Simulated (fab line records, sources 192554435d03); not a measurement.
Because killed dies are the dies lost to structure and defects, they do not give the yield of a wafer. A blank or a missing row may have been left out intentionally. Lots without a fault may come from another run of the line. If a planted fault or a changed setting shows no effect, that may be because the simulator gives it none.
Matching of chambers | flow n5Finfet | N5_BEOL_M0_SAQP_SPACER2_ALD_26 on aldSin-03 has 4 sister chambers
The step deposits SiO2, target thk 15 nm, pulse time 1 s, purge time 2 s. 16 wafers are shown with their chamber, then 8 later ones without.

EACH WAFER AND ITS CHAMBER
wafer  | chamber | heaterPowerW (W) | precursorPulseHeightRel
L075.2 | 1       | 468              | 1.008
L075.3 | 2       | 448              | 1.012
L075.6 | 0       | 409              | 1.000
L079.1 | 0       | 390              | 0.988
L079.3 | 3       | 438              | 0.999
L079.5 | 2       | 449              | 1.005
L081.2 | 2       | 449              | 0.987
L081.5 | 2       | 448              | 0.988
L081.6 | 1       | 466              | 0.989
L082.2 | 1       | 478              | 0.972
L082.3 | 3       | 428              | 1.016
L082.5 | 0       | 410              | 0.985
L087.1 | 2       | 442              | 0.994
L087.4 | 3       | 424              | 1.025
L087.6 | 2       | 446              | 1.015
L089.2 | 3       | 427              | 1.016

SIGNATURES, as means of the wafers listed above
reading                 | chamber 0 | chamber 1 | chamber 2 | chamber 3 | scatter within a chamber
heaterPowerW            | 403.00    | 470.67    | 447.00    | 429.25    | 6.35
precursorPulseHeightRel | 0.99100   | 0.98967   | 1.00017   | 1.01400   | 0.0125
Rule: for a wafer and a chamber, the distance is found by dividing, reading by reading, the gap between the wafer's reading and the chamber's mean by the reading's scatter, squaring, summing and taking the root. The wafer belongs to the nearest chamber; if the next one is less than 2 further off, it can't be placed. How the scatter is found: for the shown wafers, subtract from each reading the mean of its chamber, square and add these, divide the total by (wafers less chambers), then take the root.

WAFERS WHOSE CHAMBER IS MISSING
wafer  | heaterPowerW (W) | precursorPulseHeightRel
L089.3 | 465              | 0.998
L089.5 | 462              | 1.031
L094.1 | 478              | 1.010
L094.2 | 399              | 1.015
L094.3 | 445              | 1.011
L095.4 | 440              | 0.991
L095.5 | 451              | 1.003
L095.6 | 473              | 1.041

WHICH CHAMBER EACH ONE RAN IN
wafer  | from the rows above          | in truth
L089.3 | can't be placed: 1 or 2      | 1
L089.5 | can't be placed: 2 or 1 or 3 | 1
L094.1 | 1                            | 1
L094.2 | 0                            | 0
L094.3 | can't be placed: 2 or 3      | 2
L095.4 | can't be placed: 2 or 3      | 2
L095.5 | 2                            | 2
L095.6 | can't be placed: 1 or 2      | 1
3 of 8 placed correctly. Cannot be placed on the basis of these rows: 5; the candidates contain the true chamber in 5. Number placed wrongly: 0.
